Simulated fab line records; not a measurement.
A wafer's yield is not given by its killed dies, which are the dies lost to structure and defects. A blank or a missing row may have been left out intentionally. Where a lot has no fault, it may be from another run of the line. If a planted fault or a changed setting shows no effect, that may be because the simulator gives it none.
fab line records    flow n5_finfet    part 2 of 2: steps 16 to 16 of 16
record: lots: 7  wafers: 21  last_day: 21
route steps=1938 shown DUMMY_GATE@239 BEOL_M4@1111 PASSIVATION@1936
lots that met no fault: from a run of the same line without faults
start_h: start of the lot's first displayed wafer, in hours after the record's first day    wait_h: hours from the lot's prior step to this one    " same as the row above    L1.1+2: a single row standing in for several wafers    - no value present, or no start provided    * or withheld: withheld    < > ~ a bound
route shown NAME@n: names a module that has steps shown in the file, with the first one's number in the route    usual: average and standard deviation across the fault-free wafers    same: alike in all rows    chamber/n: place in a boat    sites: each site's reading    _std_site: their standard deviation    _edge_site: mean of outer sites minus mean of inner sites    radius_mm: for every site, how far away it sits from the centre of the wafer    mask NAME#n: copy n    behind: the most recent tool/chamber to have shaped the wafer    hold: reason for holding the lot/hours on hold/outcome of the hold    device: whichever transistor did not switch (one of n, p or np)    end of line: tests run on the same wafers once the route is complete    a step given without rows: its recipe and nothing more    killed: dies lost to structure and defects at the first sort, not the wafer's yield    map: a wafer's dies, marking killed ones x, the rest . and places with no die _
set.NAME: the setting the step ran with; set.NAME@STEP: the setting that earlier step ran with    model.NAME: the simulator's own value behind a step, which no gauge read
certain route steps with their lots: each step a table, each wafer a row
services: from which hour (start_h, from the record's first day; less than 0 if before it) a tool's chamber was out of use, for how many hours, and why
== steps ==
step: N5_PASSIVATION_PROBE_49
usual: defect_limited_yield: 90.9/1.6  killed_at_M0_to_M3: 37/11  killed_at_M4_up: 15/5.6  killed_at_contacts: 13/6.4  killed_at_front_end: 39/11  killed_at_other: 4/3.1  killed_dies: 107/19  killed_open: 71/14  killed_short: 34/7.8  sort_bin_4_leakage: 0.01/0.053  sort_bin_5_function: 5.3/1  sort_bin_6_memory: 3.4/0.72  sort_n_pass: 1072/20  sort_yield_pct: 90.9/1.7
same: gross_dies: 1180  killed_at_back_side: 0  sort_bin_8_speed[%]: 0
lot.wafer  tool       chamber  start_h  wait_h  defect_limited_yield[%]  killed_at_M0_to_M3  killed_at_M4_up  killed_at_contacts  killed_at_front_end  killed_at_other  killed_dies  killed_open  killed_short  sort_bin_4_leakage[%]  sort_bin_5_function[%]  sort_bin_6_memory[%]  sort_n_pass  sort_yield_pct[%]
L789.1     prober-02  -        368.43   0.0     88.1                     43                  17               17                  55                   8                140          88           48            0                      6.5                     4.2                   1040         88.1
L789.4     prober-02  -        368.58   0.2     89.4                     39                  19               15                  50                   2                125          68           52            0                      6.4                     3.6                   1055         89.4
L789.6     prober-02  -        368.68   0.3     90.4                     40                  19               15                  32                   7                113          74           32            0.17                   4.3                     4.9                   1065         90.3
L794.1     prober-01  -        406.22   0.0     90.1                     38                  8                12                  56                   3                117          85           30            0                      6.3                     3.5                   1063         90.1
L794.2     prober-01  -        406.27   0.1     91.1                     36                  8                11                  46                   4                105          63           41            0                      5.5                     3.0                   1075         91.1
L794.5     prober-01  -        406.42   0.2     88.7                     47                  14               9                   49                   14               133          95           36            0                      6.4                     4.4                   1047         88.7
L808.3     prober-02  -        479.14   0.1     92.1                     47                  9                20                  17                   0                93           66           24            0                      4.9                     2.8                   1087         92.1
L808.4     prober-02  -        479.19   0.2     91.9                     55                  9                5                   25                   2                96           62           32            0                      4.6                     3.2                   1084         91.9
L808.6     prober-02  -        479.29   0.3     90.7                     58                  9                17                  22                   4                110          75           34            0                      5.6                     3.3                   1070         90.7
L804.1     prober-02  -        491.52   0.0     89.8                     24                  18               18                  59                   1                120          71           49            0                      6.5                     3.4                   1060         89.8
L804.4     prober-02  -        491.67   0.2     89.1                     22                  16               15                  73                   3                129          88           38            0                      6.7                     3.9                   1051         89.1
L804.6     prober-02  -        491.77   0.3     92.2                     11                  20               15                  39                   7                92           59           33            0                      5.3                     2.1                   1088         92.2
L805.1     prober-02  -        494.83   0.0     89.3                     40                  19               17                  45                   5                126          95           31            0                      6.5                     3.7                   1054         89.3
L805.4     prober-02  -        494.98   0.2     89.7                     28                  15               21                  57                   1                122          90           30            0                      6.0                     4.2                   1058         89.7
L805.5     prober-02  -        495.03   0.2     87.7                     36                  26               24                  57                   2                145          96           48            0                      7.7                     4.1                   1035         87.7
L806.1     prober-01  -        496.17   0.0     90.2                     37                  13               8                   52                   6                116          70           43            0                      5.6                     3.7                   1064         90.2
L806.5     prober-01  -        496.37   0.2     91.1                     40                  8                11                  41                   5                105          71           33            0                      5.4                     3.1                   1075         91.1
L806.6     prober-01  -        496.42   0.3     88.9                     60                  13               7                   49                   2                131          67           60            0                      7.2                     3.3                   1049         88.9
L809.1     prober-02  -        506.77   0.5     91.4                     41                  4                10                  45                   2                102          65           36            0                      4.7                     3.6                   1078         91.4
L809.2     prober-02  -        506.82   0.5     88.4                     66                  19               5                   45                   2                137          79           56            0                      6.5                     4.6                   1043         88.4
L809.3     prober-02  -        506.87   0.6     89.7                     57                  10               9                   44                   2                122          80           37            0                      5.3                     4.4                   1058         89.7
killed by level:class
L789.1 FIN_SAQP:geometric_particle:open=22 FIN_SAQP:geometric_particle:short=15 MOL_CONTACT_COAG:geometric_particle:open=13 BEOL_M3:geometric_particle:open=11 BEOL_M0_SAQP:geometric_particle:open=10 BEOL_M0_SAQP:geometric_particle:short=10 BEOL_M4:geometric_particle:open=8 STI_FIN_REVEAL:geometric_particle:open=5
L789.4 FIN_SAQP:geometric_particle:short=15 BEOL_M0_SAQP:geometric_particle:short=12 FIN_SAQP:geometric_particle:open=11 MOL_CONTACT_COAG:geometric_particle:open=11 BEOL_M0_SAQP:geometric_particle:open=11 BEOL_M3:geometric_particle:open=6 BEOL_M4:geometric_particle:open=5 STI_FIN_REVEAL:geometric_particle:open=4
L789.6 MOL_CONTACT_COAG:geometric_particle:open=14 FIN_SAQP:geometric_particle:short=11 BEOL_M3:geometric_particle:open=11 BEOL_M4:geometric_particle:open=11 FIN_SAQP:geometric_particle:open=9 BEOL_M0_SAQP:geometric_particle:open=7 BEOL_M0_SAQP:geometric_particle:short=6 BEOL_M1:geometric_particle:open=5
L794.1 STI_FIN_REVEAL:geometric_particle:open=17 FIN_SAQP:geometric_particle:open=11 BEOL_M1:geometric_particle:open=10 BEOL_M3:geometric_particle:open=9 MOL_CONTACT_COAG:geometric_particle:open=8 BEOL_M2:geometric_particle:open=6 FIN_SAQP:geometric_particle:short=5 GATE_CUT:geometric_particle:short=5
L794.2 FIN_SAQP:geometric_particle:open=14 BEOL_M3:geometric_particle:open=9 MOL_CONTACT_COAG:geometric_particle:open=8 GATE_CUT:geometric_particle:short=6 BEOL_M0_SAQP:geometric_particle:open=6 STARTING-WAFER:geometric_particle:short=6 BEOL_M1:geometric_particle:open=5 BEOL_M4:geometric_particle:open=5
L794.5 STI_FIN_REVEAL:geometric_particle:open=16 FIN_SAQP:geometric_particle:open=15 BEOL_M3:geometric_particle:open=14 BEOL_M0_SAQP:geometric_particle:open=9 MOL_CONTACT_COAG:geometric_particle:open=8 BEOL_M0_SAQP:geometric_particle:short=6 BEOL_M0:geometric_particle:open=6 BEOL_M4:geometric_particle:open=6
L808.3 BEOL_M2:geometric_particle:open=18 MOL_CONTACT_COAG:geometric_particle:open=17 BEOL_M0_SAQP:geometric_particle:short=8 STI_FIN_REVEAL:geometric_particle:open=5 BEOL_M0:geometric_particle:open=5 BEOL_M0_SAQP:geometric_particle:open=4 BEOL_M1:geometric_particle:open=4 GATE_CUT:geometric_particle:short=3
L808.4 BEOL_M3:geometric_particle:open=17 BEOL_M0_SAQP:geometric_particle:open=10 BEOL_M0_SAQP:geometric_particle:short=9 BEOL_M2:geometric_particle:open=6 STI_FIN_REVEAL:geometric_particle:open=5 BEOL_M0:geometric_particle:open=5 BEOL_M4:geometric_particle:open=5 ILD0:geometric_particle:short=4
L808.6 MOL_CONTACT_COAG:geometric_particle:open=16 BEOL_M0_SAQP:geometric_particle:open=16 BEOL_M0_SAQP:geometric_particle:short=14 BEOL_M2:geometric_particle:open=10 BEOL_M1:geometric_particle:open=8 BEOL_M3:geometric_particle:open=5 STI_FIN_REVEAL:geometric_particle:open=4 ILD0:geometric_particle:open=4
L804.1 MOL_CONTACT_COAG:geometric_particle:open=16 FIN_SAQP:geometric_particle:short=13 STI_FIN_REVEAL:geometric_particle:open=10 FIN_SAQP:geometric_particle:open=9 BEOL_M0_SAQP:geometric_particle:short=6 BEOL_M1:geometric_particle:open=5 BEOL_M2:geometric_particle:open=5 BEOL_M4:geometric_particle:open=5
L804.4 FIN_SAQP:geometric_particle:open=19 FIN_SAQP:geometric_particle:short=18 BEOL_M4:geometric_particle:open=14 STI_FIN_REVEAL:geometric_particle:open=13 MOL_CONTACT_COAG:geometric_particle:open=12 BEOL_M0_SAQP:geometric_particle:open=6 BEOL_M3:geometric_particle:open=6 DUMMY_GATE:geometric_particle:open=5
L804.6 MOL_CONTACT_COAG:geometric_particle:open=14 BEOL_M4:geometric_particle:open=14 FIN_SAQP:geometric_particle:short=10 FIN_SAQP:geometric_particle:open=8 STI_FIN_REVEAL:geometric_particle:open=7 MIM_BOT:geometric_particle:short=4 BEOL_M2:geometric_particle:open=3 BEOL_M4:geometric_particle:short=3
L805.1 STI_FIN_REVEAL:geometric_particle:open=16 MOL_CONTACT_COAG:geometric_particle:open=14 BEOL_M0_SAQP:geometric_particle:open=11 BEOL_M4:geometric_particle:open=11 BEOL_M0_SAQP:geometric_particle:short=8 DUMMY_GATE:geometric_particle:open=7 BEOL_M2:geometric_particle:open=7 FIN_SAQP:geometric_particle:open=6
L805.4 MOL_CONTACT_COAG:geometric_particle:open=20 FIN_SAQP:geometric_particle:open=18 DUMMY_GATE:geometric_particle:open=9 BEOL_M4:geometric_particle:open=9 FIN_SAQP:geometric_particle:short=7 STI_FIN_REVEAL:geometric_particle:open=7 STI_FIN_REVEAL:geometric_particle:short=5 BEOL_M0_SAQP:geometric_particle:open=5
L805.5 MOL_CONTACT_COAG:geometric_particle:open=18 FIN_SAQP:geometric_particle:short=11 STI_FIN_REVEAL:geometric_particle:open=11 BEOL_M4:geometric_particle:open=8 BEOL_M0_SAQP:geometric_particle:short=7 BEOL_M0_SAQP:geometric_particle:open=7 BEOL_M3:geometric_particle:open=7 FIN_SAQP:geometric_particle:open=6
L806.1 STI_FIN_REVEAL:geometric_particle:open=11 FIN_SAQP:geometric_particle:short=9 FIN_SAQP:geometric_particle:open=9 BEOL_M2:geometric_particle:short=8 BEOL_M4:geometric_particle:open=8 BEOL_M1:geometric_particle:open=6 BEOL_M2:geometric_particle:open=6 BEOL_M3:geometric_particle:open=6
L806.5 STI_FIN_REVEAL:geometric_particle:open=11 BEOL_M3:geometric_particle:open=10 BEOL_M0_SAQP:geometric_particle:short=7 BEOL_M0_SAQP:geometric_particle:open=6 BEOL_M1:geometric_particle:open=6 FIN_SAQP:geometric_particle:open=5 MOL_CONTACT_COAG:geometric_particle:open=5 MOL_CONTACT_COAG:geometric_particle:short=5
L806.6 BEOL_M0_SAQP:geometric_particle:short=13 BEOL_M3:geometric_particle:open=12 GATE_CUT:geometric_particle:short=8 BEOL_M2:geometric_particle:short=8 STI_FIN_REVEAL:geometric_particle:open=7 SPACER0:geometric_particle:short=7 FIN_SAQP:geometric_particle:open=6 FIN_SAQP:geometric_particle:short=6
L809.1 FIN_SAQP:geometric_particle:open=20 FIN_SAQP:geometric_particle:short=10 BEOL_M0_SAQP:geometric_particle:open=9 MOL_CONTACT_COAG:geometric_particle:open=8 BEOL_M0_SAQP:geometric_particle:short=7 BEOL_M2:geometric_particle:short=7 BEOL_M2:geometric_particle:open=6 BEOL_M1:geometric_particle:open=5
L809.2 BEOL_M0_SAQP:geometric_particle:short=24 FIN_SAQP:geometric_particle:open=18 BEOL_M0_SAQP:geometric_particle:open=15 FIN_SAQP:geometric_particle:short=13 BEOL_M1:geometric_particle:open=8 BEOL_M3:geometric_particle:open=8 BEOL_M4:geometric_particle:open=5 BEOL_M0:geometric_particle:open=5
L809.3 BEOL_M0_SAQP:geometric_particle:open=16 BEOL_M2:geometric_particle:open=14 BEOL_M0_SAQP:geometric_particle:short=12 FIN_SAQP:geometric_particle:open=10 STI_FIN_REVEAL:geometric_particle:open=9 FIN_SAQP:geometric_particle:short=8 MOL_CONTACT_COAG:geometric_particle:open=7 STARTING-WAFER:geometric_particle:short=7
== services ==
tool         chamber  start_h  hours  kind
rie_si-02    2        58.98    4.3    repair
rie_si-05    -        66.79    14.3   repair
rie_si-02    -        69.10    0.4    repair
rie_si-02    2        78.99    -      clean
rie_si-02    2        78.99    24.0   scheduled_down
rie_si-02    2        78.99    24.0   vent_cycle
rie_si-04    1        86.45    8.8    repair
rie_diel-05  -        95.09    0.1    repair
rie_diel-06  3        141.41   1.3    repair
rie_si-05    0        141.82   21.8   repair
rie_si-04    1        147.08   -      clean
rie_si-04    1        147.08   18.7   scheduled_down
rie_si-04    1        147.08   18.7   vent_cycle
rie_diel-06  3        156.83   2.9    repair
rie_diel-06  3        159.87   -      clean
rie_diel-06  3        159.87   -      consumable_replace:focus_ring
rie_diel-06  3        159.87   22.0   scheduled_down
rie_diel-06  3        159.87   22.0   vent_cycle
rie_si-05    0        163.63   -      clean
rie_si-05    0        163.63   23.6   scheduled_down
rie_si-05    0        163.63   23.6   vent_cycle
rie_diel-02  -        169.40   14.6   pm
rie_si-04    1        170.68   5.3    repair
rie_diel-05  3        183.44   8.8    repair
